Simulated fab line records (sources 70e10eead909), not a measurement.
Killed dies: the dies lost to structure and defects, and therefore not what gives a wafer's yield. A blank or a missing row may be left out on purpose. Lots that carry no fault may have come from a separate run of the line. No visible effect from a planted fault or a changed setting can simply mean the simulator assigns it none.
Commonality check across tools :: flow nand_harc :: Lots sampled 11, wafers sampled 33

== WHY THIS WAS OPENED ==
Flagged at NHARC_P_GATE_INSPECT_28: reading raw_defect_count, on 2 of 11 lots. No-fault wafers: 7, standard deviation 3.4.
Rule: flag the lot when none of its wafers has a number, or when each of its wafers that has one lies beyond 4 standard deviations from that mean. The rest of the lots are taken to be sound.

lot: L320
measured: day 5 06:45
on: defect_inspect-02
raw_defect_count, wafer by wafer: 7 10 4
flag: 

lot: L323
measured: day 6 10:30
on: defect_inspect-01
raw_defect_count, wafer by wafer: 4 4 1
flag: 

lot: L329
measured: day 8 18:13
on: defect_inspect-02
raw_defect_count, wafer by wafer: 924 899 920
flag: FLAGGED

lot: L330
measured: day 9 03:14
on: defect_inspect-01
raw_defect_count, wafer by wafer: 912 863 895
flag: FLAGGED

lot: L335
measured: day 11 08:33
on: defect_inspect-01
raw_defect_count, wafer by wafer: 7 8 4
flag: 

lot: L338
measured: day 12 13:13
on: defect_inspect-02
raw_defect_count, wafer by wafer: 8 8 4
flag: 

lot: L339
measured: day 12 23:42
on: defect_inspect-01
raw_defect_count, wafer by wafer: 2 3 6
flag: 

lot: L341
measured: day 13 16:46
on: defect_inspect-02
raw_defect_count, wafer by wafer: 14 16 4
flag: 

lot: L340
measured: day 13 17:06
on: defect_inspect-01
raw_defect_count, wafer by wafer: 7 7 7
flag: 

lot: L342
measured: day 14 01:37
on: defect_inspect-02
raw_defect_count, wafer by wafer: 11 9 14
flag: 

lot: L343
measured: day 14 11:38
on: defect_inspect-02
raw_defect_count, wafer by wafer: 4 3 4
flag: 
On average the flagged lots read 902, which is +895 against the usual, or +99 or more standard deviations.

== LOT BY LOT: THE TOOL USED ==
The record holds 2 process steps before the reading, out of a route of 1302 steps. In each cell: the tool, then ch and the chambers that the sampled wafers went through, then the start.
lot: L320
flag: 
NHARC_P_GATE_DESCUM_13: rie_diel-08 ch 0,2,3, day 4 15:11
NHARC_P_GATE_ETCH_14: wet_bench-06 ch 0,5,6, day 4 15:19

lot: L323
flag: 
NHARC_P_GATE_DESCUM_13: rie_diel-08 ch 0,2,3, day 5 16:15
NHARC_P_GATE_ETCH_14: wet_bench-06 ch 0,1,5, day 5 16:24

lot: L329
flag: FLAGGED
NHARC_P_GATE_DESCUM_13: rie_diel-06 ch 1,2,3, day 8 02:31
NHARC_P_GATE_ETCH_14: wet_bench-06 ch 0,1,3, day 8 02:38

lot: L330
flag: FLAGGED
NHARC_P_GATE_DESCUM_13: rie_diel-13 ch 0,2,3, day 8 10:05
NHARC_P_GATE_ETCH_14: wet_bench-06 ch 0,4,7, day 8 10:13

lot: L335
flag: 
NHARC_P_GATE_DESCUM_13: rie_diel-08 ch 1,2,3, day 10 14:17
NHARC_P_GATE_ETCH_14: wet_bench-05 ch 1,2,4, day 10 14:23

lot: L338
flag: 
NHARC_P_GATE_DESCUM_13: rie_diel-08 ch 2,3, day 11 22:20
NHARC_P_GATE_ETCH_14: wet_bench-04 ch 0,1,2, day 11 22:29

lot: L339
flag: 
NHARC_P_GATE_DESCUM_13: rie_diel-13 ch 0,1,2, day 12 08:49
NHARC_P_GATE_ETCH_14: wet_bench-04 ch 0,2,3, day 12 08:58

lot: L341
flag: 
NHARC_P_GATE_DESCUM_13: rie_diel-13 ch 0,1,2, day 12 22:02
NHARC_P_GATE_ETCH_14: wet_bench-06 ch 1,2,5, day 12 22:11

lot: L340
flag: 
NHARC_P_GATE_DESCUM_13: rie_diel-13 ch 0,1,2, day 12 22:13
NHARC_P_GATE_ETCH_14: wet_bench-04 ch 4,6,7, day 12 22:20

lot: L342
flag: 
NHARC_P_GATE_DESCUM_13: rie_diel-13 ch 1,2,3, day 13 11:46
NHARC_P_GATE_ETCH_14: wet_bench-05 ch 4,5,7, day 13 11:54

lot: L343
flag: 
NHARC_P_GATE_DESCUM_13: rie_diel-13 ch 1,2, day 13 21:24
NHARC_P_GATE_ETCH_14: wet_bench-05 ch 1,2,6, day 13 21:32
What is done by these steps:
- NHARC_P_GATE_DESCUM_13: chemistry O2, time 3 s.
- NHARC_P_GATE_ETCH_14: etches SiO2 in dHF, target depth 48.8 nm.
- NHARC_P_GATE_INSPECT_28

== FLAGGED AGAINST TOTAL, ONE TOOL AT A TIME (gauges that did the reading follow at the end) ==
step: NHARC_P_GATE_DESCUM_13
tool: rie_diel-06
lots run: 1
flagged: 1
share of the flagged lots: some
sound lots run after its first flagged lot: 0

step: NHARC_P_GATE_DESCUM_13
tool: rie_diel-08
lots run: 4
flagged: 0
share of the flagged lots: none
sound lots run after its first flagged lot: -

step: NHARC_P_GATE_DESCUM_13
tool: rie_diel-13
lots run: 6
flagged: 1
share of the flagged lots: some
sound lots run after its first flagged lot: 5 (L339,L341,L340,L342,L343)

step: NHARC_P_GATE_ETCH_14
tool: wet_bench-04
lots run: 3
flagged: 0
share of the flagged lots: none
sound lots run after its first flagged lot: -

step: NHARC_P_GATE_ETCH_14
tool: wet_bench-05
lots run: 3
flagged: 0
share of the flagged lots: none
sound lots run after its first flagged lot: -

step: NHARC_P_GATE_ETCH_14
tool: wet_bench-06
lots run: 5
flagged: 2
share of the flagged lots: all
sound lots run after its first flagged lot: 1 (L341)

step: NHARC_P_GATE_INSPECT_28
tool: defect_inspect-01
lots run: 5
flagged: 1
share of the flagged lots: some
sound lots run after its first flagged lot: 3 (L335,L339,L340)

step: NHARC_P_GATE_INSPECT_28
tool: defect_inspect-02
lots run: 6
flagged: 1
share of the flagged lots: some
sound lots run after its first flagged lot: 4 (L338,L341,L342,L343)

== WHAT THE TABLE PERMITS ==
In the table, 1 row covers all flagged lots: wet_bench-06 at NHARC_P_GATE_ETCH_14.
- wet_bench-06 at NHARC_P_GATE_ETCH_14 ran 5 lots, 2 of them flagged. Sound lots followed the first flagged one (L341) on it, something a lasting fault affecting the whole tool could not allow.
Not one row of the table ran every flagged lot while running no sound lot after the first.

== WHAT THE SIMULATOR HAD PUT IN ==
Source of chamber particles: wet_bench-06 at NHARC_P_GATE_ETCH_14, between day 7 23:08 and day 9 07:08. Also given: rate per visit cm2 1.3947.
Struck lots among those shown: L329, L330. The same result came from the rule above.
